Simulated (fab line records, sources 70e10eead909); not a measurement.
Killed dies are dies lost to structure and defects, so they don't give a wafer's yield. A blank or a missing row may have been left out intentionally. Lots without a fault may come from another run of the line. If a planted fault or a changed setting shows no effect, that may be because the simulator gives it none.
Matching of chambers -- flow nandHarc -- 4 sister chambers for NHARC_P_M1_ETCH_35 on rieDiel-01
The step etches the open film in N2/H2, target depth 40 nm, overetch 12 nm, time 43.94 s. 22 wafers are shown with their chamber, then 11 later ones without.

== WAFERS WITH THEIR CHAMBER ==
wafer,chamber,drypumpMotorCurrentA (A),showerheadPlenumPTorr (Torr),rfVppV (V)
L075.1,0,6.1,2.00,429.8
L075.2,1,6.6,2.07,431.5
L075.6,1,6.6,2.07,429.7
L074.1,2,6.2,1.99,429.9
L074.2,3,5.6,2.09,431.9
L074.5,2,6.2,1.99,429.9
L077.1,1,6.6,2.07,432.2
L077.2,0,6.1,2.00,429.8
L077.6,3,5.6,2.08,431.9
L078.2,3,5.6,2.08,432.0
L078.3,1,6.7,2.07,432.3
L078.6,2,6.2,1.99,430.0
L079.2,0,6.1,2.00,429.6
L079.4,1,6.6,2.07,430.5
L079.5,3,5.6,2.08,431.6
L081.2,2,6.2,1.99,430.3
L081.3,0,6.1,2.00,430.8
L081.4,3,5.6,2.08,431.2
L085.2,3,5.6,2.08,430.7
L085.5,2,6.2,1.99,429.9
L085.6,1,6.7,2.06,431.4
L086.3,2,6.2,1.99,429.6

SIGNATURES (averages over the wafers above)
reading,chamber 0,chamber 1,chamber 2,chamber 3,scatter within a chamber
drypumpMotorCurrentA,6.100,6.633,6.200,5.600,0.0272
showerheadPlenumPTorr,2.0000,2.0683,1.9900,2.0817,0.00304
rfVppV,430.000,431.267,429.933,431.550,0.645
Rule: for a wafer and a chamber, the distance is found by dividing, reading by reading, the gap between the wafer's reading and the chamber's mean by the reading's scatter, squaring, summing and taking the root. The wafer belongs to the nearest chamber; if the next one is less than 2 further off, it can't be placed. The scatter is the square root of a quotient: the sum, over the shown wafers, of each reading's squared deviation from its chamber's mean, divided by wafers minus chambers.

== WAFERS WITH NO CHAMBER GIVEN ==
wafer,drypumpMotorCurrentA (A),showerheadPlenumPTorr (Torr),rfVppV (V)
L086.4,5.6,2.08,432.3
L086.5,6.2,1.99,428.8
L089.2,5.6,2.08,432.7
L089.5,5.6,2.08,431.6
L089.6,6.2,1.99,430.1
L090.1,5.6,2.08,432.1
L090.2,6.1,2.00,430.0
L090.4,6.2,1.99,429.7
L097.2,6.6,2.06,430.5
L097.3,6.2,1.99,429.7
L097.4,5.6,2.08,432.2

== WHICH CHAMBER EACH ONE RAN IN ==
wafer,from the rows above,in truth
L086.4,3,3
L086.5,2,2
L089.2,3,3
L089.5,3,3
L089.6,2,2
L090.1,3,3
L090.2,0,0
L090.4,2,2
L097.2,1,1
L097.3,2,2
L097.4,3,3
Correct placement for 11 of the 11. Left unplaced by these rows: 0. 0 placed wrongly.
